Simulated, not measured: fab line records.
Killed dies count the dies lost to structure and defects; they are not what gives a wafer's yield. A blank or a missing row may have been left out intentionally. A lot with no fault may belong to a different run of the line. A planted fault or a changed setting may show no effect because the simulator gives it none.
Lot-split experiment    flow n5-finfet    21 wafers read across 7 lots, on a route 1938 steps long

ABOUT THE SPLIT
At N5_FIN_SAQP_HM_DEP_72 (deposits SiO2 from SiH4/N2O, target thk 12 nm, time 7.2 s), the setting time-s was moved away from the recipe's 7.2 s on 3 of the 21 wafers read, by -7.8% to +7.6%. This setting was run at the recipe's value on the other wafers.

FROM THE SPLIT TO THE READING: what the file shows between them, 7 steps
- N5_FIN_SAQP_COAT_49: time 60 s, resist thk 100 nm (also split here: spin-rpm)
- N5_FIN_SAQP_COAT_50: time 60 s, resist thk 35 nm
- N5_FIN_SAQP_COAT_10: resist thk 90 nm
- N5_FIN_SAQP_DESCUM_21: chemistry O2, time 7.9 s
- N5_FIN_SAQP_ETCH_51: etches SiARC in CF4, target depth 45.5 nm, time 75.8 s
- N5_FIN_SAQP_ETCH_52: etches SOC in N2/H2, target depth 100 nm, overetch 20 nm, time 150 s
- N5_FIN_SAQP_STRIP_53: strips in N2/H2

THE READING
etch.depth-nm (the simulator's own value, which no gauge read), in nm, at N5_FIN_SAQP_HM_OPEN_73 (chemistry CHF3/O2, target SiO2, stops on a-Si, target depth 12 nm, time 16.8 s). There is no usual value for it anywhere in the file. The 18 wafers here that ran the recipe average 11.92 nm, standard deviation 0.13 nm.

wafer   tool, chamber at the split  time-s as run, s  against the recipe  etch.depth-nm, nm  against lot-mates on the recipe
L076.1  pecvd-01, 2                 7.748             +7.6%               12.66              +0.80
L076.2  pecvd-01, 0                 7.2               recipe              11.69              -
L076.3  pecvd-01, 1                 7.2               recipe              12.03              -
L078.4  pecvd-01, 0                 7.2               recipe              11.77              -
L078.5  pecvd-01, 2                 7.2               recipe              11.72              -
L078.6  pecvd-01, 1                 7.2               recipe              12.06              -
L082.3  pecvd-01, 0                 6.637             -7.8%               10.81              -1.04
L082.5  pecvd-01, 1                 7.2               recipe              11.85              -
L082.6  pecvd-01, 0                 6.637             -7.8%               11.02              -0.83
L085.2  pecvd-03, 1                 7.2               recipe              11.85              -
L085.3  pecvd-03, 2                 7.2               recipe              11.8               -
L085.4  pecvd-03, 2                 7.2               recipe              12.05              -
L086.2  pecvd-01, 2                 7.2               recipe              11.92              -
L086.5  pecvd-01, 2                 7.2               recipe              11.95              -
L086.6  pecvd-01, 1                 7.2               recipe              12.14              -
L089.1  pecvd-02, 0                 7.2               recipe              11.84              -
L089.2  pecvd-02, 1                 7.2               recipe              11.9               -
L089.4  pecvd-02, 1                 7.2               recipe              12.14              -
L091.1  pecvd-01, 1                 7.2               recipe              11.85              -
L091.3  pecvd-01, 2                 7.2               recipe              12.02              -
L091.4  pecvd-01, 0                 7.2               recipe              12.05              -

THE FIT
A straight line over all 21 wafers: etch.depth-nm changes by +0.118 nm for each +1% of time-s; r = +0.93; the points scatter about the line by 0.14 nm.
The same after taking each lot's own level away (the mean of its wafers on the recipe; 21 wafers): +0.115 nm for each +1%; r = +0.94; scatter 0.12 nm.
Per that fit: largest time-s move, reading shift of 0.9 nm.
The lots' own levels span 11.850 to 12.003 nm, that is 1.1 times the standard deviation above.
The two slopes agree, so the slope changes little with the lot-to-lot level.
Check: with one of the wafers moved furthest among these (-7.8%) left out of the fit, the line predicts -0.826 nm for it against its lot-mates. It came out at -1.04 nm against them.

THESE WAFERS: OTHER SPLITS
Before the reading, these wafers also passed through other splits. Each is held against what the fit with the lots' levels taken away leaves over:
other split on the same wafers  wafers away from the commonest value  r with etch.depth-nm (lot level and that fit taken away)
N5_WELL_APT_EXPOSE_22 dose-mj   9                                     -0.11
N5_WELL_APT_PEB_23 peb-temp-c   6                                     -0.34
N5_FIN_SAQP_COAT_49 spin-rpm    10                                    +0.03

THE WHOLE CHAIN: every reading that the file lists as answering this split, in the file's order
step                    what it does                                                                    reading                                                                             change (the file's fit)                r (the file's)
N5_FIN_SAQP_HM_DEP_72   deposits SiO2 from SiH4/N2O, target thk 12 nm, time 7.2 s                       SiO2_of_FIN_SAQP_HM_DEP_72.thk-nm (the simulator's own value, which no gauge read)  +0.113 nm for each +1% of the setting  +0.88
N5_FIN_SAQP_HM_OPEN_73  chemistry CHF3/O2, target SiO2, stops on a-Si, target depth 12 nm, time 16.8 s  etch.depth-nm (the simulator's own value, which no gauge read)                      +0.113 nm for each +1% of the setting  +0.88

FILE'S OWN FIT
etch.depth-nm changes by +0.113 nm for each +1% of time-s, r = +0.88.
